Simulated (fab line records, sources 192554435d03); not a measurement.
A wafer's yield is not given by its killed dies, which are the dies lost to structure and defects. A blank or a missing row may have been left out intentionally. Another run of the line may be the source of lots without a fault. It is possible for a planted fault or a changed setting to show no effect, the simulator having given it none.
A struck lot beside a sound one :: flow n5-finfet :: 36 steps out of a route of 1938
Sound: the wafers L914.1, L914.4, L914.5. The struck wafers were L919.2, L919.5, L919.6. The cause is named last.
For every step that has rows: the tool of each side, followed by ch and its chambers, followed by its first start. Under that, the readings that differ: sound wafers :: struck wafers :: difference of the means :: sigmas: that difference in standard deviations of wafers without a fault.
alike: readings whose means differ by less than 2 such deviations, and words and numbers that are the same on both sides. not compared: withheld readings, readings that some wafer has no value for, bounds like >300 that may hide the same value, and numbers for which the record gives no deviation and whose values overlap.
A row with sigmas, a row that says differs or no value, or rows on one side alone: a step with any of these is where the two part. Non-overlapping numbers with no deviation appear without sigmas and do not part them. Lack of a reading on every wafer of one side parts them only where that side has two or more wafers.

first, 9 steps without rows for these wafers: N5_BEOL_M4_ANNEAL_95 (time 240 s); N5_BEOL_M4_SPUTTER_96 (material Cu, target thk 4.5 nm, time 8.29 s); N5_BEOL_M4_ECD_50 (material Cu, target thk 300 nm); N5_BEOL_M4_ANNEAL_51 (time 90 s); N5_BEOL_M4_CMP_52 (polishes, stops on SiOC, t overpolish 6.8 s, target thk 40 nm); N5_BEOL_M4_PRE_CLEAN_60 (time 15 s); N5_BEOL_M4_CO_CAP_55 (material Co, precursor CCTBA/H2, target thk 2 nm, time 102.1 s); N5_BEOL_M4_PRE_CLEAN_56 (time 15 s); N5_BEOL_M4_DEP_57 (deposits SiCN from 3MS/NH3, target thk 8 nm, time 14 s).
N5_BEOL_M4_RC_MEAS_101:
  sound on prober-02 ch 0, day 10 12:00; struck on prober-01 ch 0, day 12 05:02
  alike: DIBL_N, DIBL_P, IOFF_N, IOFF_P, ION_N, ION_P, SS_N, SS_P, VT_N, VT_P
then, 24 steps without rows for these wafers: N5_BEOL_M5_ILD_DEP_00 (deposits SiCOH lowk from DEMS/porogen, target thk 140.64 nm, time 25.9 s); N5_BEOL_M5_CURE_79 (cures SiCOH lowk, time 240 s); N5_BEOL_M5_PECVD_70 (deposits SiO2 from TEOS/O2, target thk 16 nm, time 18 s); N5_BEOL_M5_HM_DEP_02 (deposits TiN, target thk 20 nm); N5_BEOL_M5_COAT_59 (time 60 s, resist thk 60 nm); N5_BEOL_M5_COAT_60 (time 60 s, resist thk 12 nm); N5_BEOL_M5_COAT_71 (time 60 s, resist thk 5 nm); N5_BEOL_M5_COAT_05 (resist thk 30 nm); N5_BEOL_M5_EBR_07; N5_BEOL_M5_SOFTBAKE_06 (time 60 s); N5_BEOL_M5_EXPOSE_08 (exposes mask M5, target cd 28 nm); N5_BEOL_M5_PEB_09 (peb time 60 s); N5_BEOL_M5_DEVELOP_10 (develop time 30 s); N5_BEOL_M5_DESCUM_16 (chemistry O2, time 7 s); N5_BEOL_M5_ETCH_72 (etches underlayer in N2/H2, target depth 6.5 nm, time 5.2 s); N5_BEOL_M5_ETCH_61 (etches SiARC in CF4, target depth 15.6 nm, time 26 s); N5_BEOL_M5_ETCH_62 (etches SOC in N2/H2, target depth 75 nm, overetch 15 nm, time 112.5 s); N5_BEOL_M5_STRIP_63 (strips in N2/H2); N5_BEOL_M5_STRIP_73 (strips in N2/H2); N5_BEOL_M5_STRIP_64 (strips in CF4); N5_BEOL_M5_HM_OPEN_17 (chemistry Cl2/BCl3, target TiN, target depth 20 nm, overetch 6 nm); N5_BEOL_M5_STRIP_19 (strips in O2); N5_BEOL_M5_COAT_65 (time 60 s, resist thk 60 nm); N5_BEOL_M5_COAT_66 (time 60 s, resist thk 12 nm).
-- here the record skips 2 days between the struck wafers' starts before and after, leaving off in module BEOL_M5 and picking up in module BEOL_M11 (first step shown: number 1579 of the route) --
N5_BEOL_M11_ETCH_41: etches SiCN in CH3F/O2, target depth 42.6 nm, time 86 s.
  sound on rie-diel-03 ch 0,1,2, day 13 02:52; struck on rie-diel-03 ch 1,2,3, day 14 11:09
  no value came back on the struck wafers for any of 9 readings (CH3F_flow_sccm (sccm), O2_flow_sccm (sccm) and others); on the sound wafers CH3F_flow_sccm (sccm) reads 29.89 30.08 30.04
  not compared: rf-hours-counter-h
-- the record jumps here: 2 days lie between the struck wafers' starts before and after (it left off in module BEOL_M11 and takes up again in module PASSIVATION, whose first step shown is number 1936 of the route) --
N5_PASSIVATION_PROBE_49:
  struck on prober-01, day 16 15:08; sound on prober-02, day 14 20:44
reading: defect-limited-yield (%)
sound: 89.9 90.6 90.8
struck: 0 0 0
difference: -90
sigmas: -65

reading: killed_at_M4_up
sound: 15 16 10
struck: 1119 1090 1092
difference: +1087
sigmas: +99 or more

reading: killed-dies
sound: 119 111 109
struck: 1180 1180 1180
difference: +1067
sigmas: +63

reading: killed-on-rim
sound: 16 16 14
struck: 152 152 152
difference: +137
sigmas: +35

reading: sort_bin_5_function (%)
sound: 5.9 5.8 5.6
struck: 97.0 96.7 96.5
difference: +91.0
sigmas: +91

reading: sort-n-pass
sound: 1061 1069 1071
struck: 0 0 0
difference: -1067
sigmas: -63

reading: sort-yield-pct (%)
sound: 89.9 90.6 90.8
struck: 0 0 0
difference: -90
sigmas: -65
  alike: killed_at_M0_to_M3, killed-at-contacts, killed-at-front-end, killed-at-other, killed-open, killed-short, sort_bin_6_memory

## WHERE THEY PART
Earliest at N5_BEOL_M11_ETCH_41; latest, in this record, at N5_PASSIVATION_PROBE_49.

WHY: what the simulator had put in
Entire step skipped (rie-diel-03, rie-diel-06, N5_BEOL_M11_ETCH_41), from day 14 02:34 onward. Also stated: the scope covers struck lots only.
